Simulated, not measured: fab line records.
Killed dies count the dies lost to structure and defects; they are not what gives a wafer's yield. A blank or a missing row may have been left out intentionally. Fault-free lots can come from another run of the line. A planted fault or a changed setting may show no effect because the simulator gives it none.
The tool behind it: which one?	flow n5-finfet	Sampling: 9 lots, 25 wafers, 5 of 1938 route steps

== WHAT THE GAUGES READ, wafer by wafer ==
N5_BEOL_M3_OCD_MEAS_38.
lot	measured	on	trench-depth-nm (nm)
L986	day 7 13:16	ocd-02	55.4 55.3 55.1
L991	day 9 00:04	ocd-01	56.4 54.3 56.5
L994	day 9 12:00	ocd-02	55.5 55.7 55.5
L996	day 10 06:44	ocd-01	82.8 83.1
L997	day 10 17:59	ocd-01	55.9 82.6 55.7
L999	day 11 13:47	ocd-02	81.3 82.7
L103	day 11 20:49	ocd-01	56.4 55.7 55.8
L105	day 12 12:43	ocd-02	56.4 54.7 55.7
L107	day 13 19:29	ocd-01	54.2 55.8 56.6

== EACH LOT AND THE TOOL THAT RAN IT (in order: tool; ch and the chambers of the sampled wafers; start) ==
lot	N5_BEOL_M3_STRIP_66	N5_BEOL_M3_ETCH_77	N5_BEOL_M3_STRIP_36	N5_BEOL_M3_TRENCH_ETCH_37
L986	rie-diel-06 ch 0,2,3, day 7 11:55	rie-diel-03 ch 0,1,2, day 7 12:38	rie-diel-05 ch 2,3, day 7 13:04	rie-diel-05 ch 2,3, day 7 13:06
L991	rie-diel-03 ch 2,3, day 8 19:43	rie-diel-05 ch 0,3, day 8 20:25	rie-diel-06 ch 0,2, day 8 23:52	rie-diel-06 ch 0,2, day 8 23:55
L994	rie-diel-03 ch 0,3, day 9 09:03	rie-diel-03 ch 1,3, day 9 09:46	rie-diel-05 ch 1,2, day 9 11:48	rie-diel-05 ch 1,2, day 9 11:50
L996	rie-diel-05 ch 0, day 9 20:20	rie-diel-05 ch 0, day 9 21:02	rie-diel-05 ch 1, day 10 06:32	rie-diel-05 ch 1, day 10 06:35
L997	rie-diel-05 ch 0,1,3, day 10 12:32	rie-diel-05 ch 0,1, day 10 13:27	rie-diel-05 ch 1,2, day 10 17:47	rie-diel-05 ch 1,2, day 10 17:50
L999	rie-diel-05 ch 1, day 11 08:40	rie-diel-06 ch 0,3, day 11 09:29	rie-diel-05 ch 0,1, day 11 13:35	rie-diel-05 ch 0,1, day 11 13:37
L103	rie-diel-05 ch 0,1,3, day 11 17:40	rie-diel-03 ch 0,1, day 11 18:31	rie-diel-03 ch 0,3, day 11 20:37	rie-diel-03 ch 0,3, day 11 20:39
L105	rie-diel-03 ch 0,2,3, day 12 10:10	rie-diel-03 ch 0,2,3, day 12 10:59	rie-diel-03 ch 0,2,3, day 12 12:32	rie-diel-03 ch 0,2,3, day 12 12:34
L107	rie-diel-03 ch 0,1,2, day 13 10:52	rie-diel-05 ch 1,2,3, day 13 11:49	rie-diel-06 ch 0,2,3, day 13 19:18	rie-diel-06 ch 0,2,3, day 13 19:20
- N5_BEOL_M3_STRIP_66: strips in CF4.
- N5_BEOL_M3_ETCH_77: etches underlayer in N2/H2, target depth 6.5 nm, time 5.2 s.
- N5_BEOL_M3_STRIP_36: strips in N2/H2.
- N5_BEOL_M3_TRENCH_ETCH_37: etches SiOC in C4F6/O2, target depth 55.555 nm, time 29.2 s.

== THE ANSWER, worked out from the rows above alone ==
Rule: the usual values come from the lots themselves. Put in order of their means at a reading, lots are off if they are a third of the lots or fewer, leave a main group of 4 or more, and stand apart from it by a gap of 3 or more times the standard deviation of the main group's means; of several such gaps the widest counts. The tables above print the reading to a certain number of digits; a main group whose means all agree to those digits is not used. A lot without any number at a reading at which 4 lots or more have one is off too. The other lots that the step has rows for count as sound.
Off at N5_BEOL_M3_OCD_MEAS_38 (trench-depth-nm): L996, L997, L999. For the main group the mean is 55.6 nm and the standard deviation 0.21.
A tool fits if, at a process step before that reading, it ran every lot that is off, and no sound lot after the first of them. Those tools and the gauges at N5_BEOL_M3_OCD_MEAS_38 are tried in the same way. One fits: rie-diel-05 at N5_BEOL_M3_STRIP_36 and N5_BEOL_M3_TRENCH_ETCH_37. At N5_BEOL_M3_STRIP_36 its last sound lot is L994 (day 9 11:48), its first lot that is off L996 (day 10 06:32): a fault that began between those two fits.

== WHAT THE SIMULATOR HAD PUT IN ==
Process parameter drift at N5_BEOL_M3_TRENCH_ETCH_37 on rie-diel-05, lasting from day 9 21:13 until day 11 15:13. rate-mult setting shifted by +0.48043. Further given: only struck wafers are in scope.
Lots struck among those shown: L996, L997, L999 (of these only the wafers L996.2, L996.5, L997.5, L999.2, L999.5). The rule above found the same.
